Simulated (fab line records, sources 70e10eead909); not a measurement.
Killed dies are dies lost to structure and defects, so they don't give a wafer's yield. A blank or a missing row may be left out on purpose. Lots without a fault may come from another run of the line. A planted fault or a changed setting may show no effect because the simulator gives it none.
Chamber matching | flow nand_harc | NHARC_P_M2_STRIP_18 on rie_diel-06: 4 sister chambers
The step strips in N2/H2. 4 wafers are shown with their chamber, then 12 later ones without.

WAFERS WITH THEIR CHAMBER
wafer  | chamber | oes_product_au (a.u.)
L082.4 | 2       | 1.005
L083.1 | 3       | 1.002
L083.5 | 1       | 1.011
L083.6 | 0       | 0.989

WAFERS WITHOUT THEIR CHAMBER
wafer  | oes_product_au (a.u.)
L085.2 | 0.996
L085.3 | 1.005
L085.5 | 1.010
L089.2 | 0.994
L089.3 | 1.005
L089.5 | 1.007
L091.1 | 1.008
L091.3 | 0.996
L091.4 | 0.997
L095.3 | 0.989
L095.5 | 1.006
L095.6 | 0.994

WHICH CHAMBER EACH WENT THROUGH
wafer  | from the rows above          | in truth
L085.2 | can't be placed: 3 or 0 or 2 | 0
L085.3 | can't be placed: 2 or 3 or 1 | 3
L085.5 | can't be placed: 1 or 2 or 3 | 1
L089.2 | can't be placed: 0 or 3 or 2 | 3
L089.3 | can't be placed: 2 or 3 or 1 | 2
L089.5 | can't be placed: 2 or 1 or 3 | 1
L091.1 | can't be placed: 1 or 2 or 3 | 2
L091.3 | can't be placed: 3 or 0 or 2 | 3
L091.4 | can't be placed: 3 or 2 or 0 | 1
L095.3 | 0                            | 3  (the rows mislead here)
L095.5 | can't be placed: 2 or 3 or 1 | 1
L095.6 | can't be placed: 0 or 3 or 2 | 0
Placed correctly: 0 of 12. Can't be placed from these rows: 11 (the true chamber is among the candidates in 10). Placed wrongly: 1.
How it was worked out, from the rows above alone: a wafer's distance from a chamber is the root of the sum, over the readings, of the square of ((its reading less the chamber's mean) divided by the reading's scatter). The wafer belongs to the nearest chamber; if the next one is less than 2 further off, it can't be placed. A chamber's mean is the mean of its shown wafers. The scatter: with one shown wafer a chamber, the root of the mean of the squares of how far each hidden wafer lies from its nearest shown one.
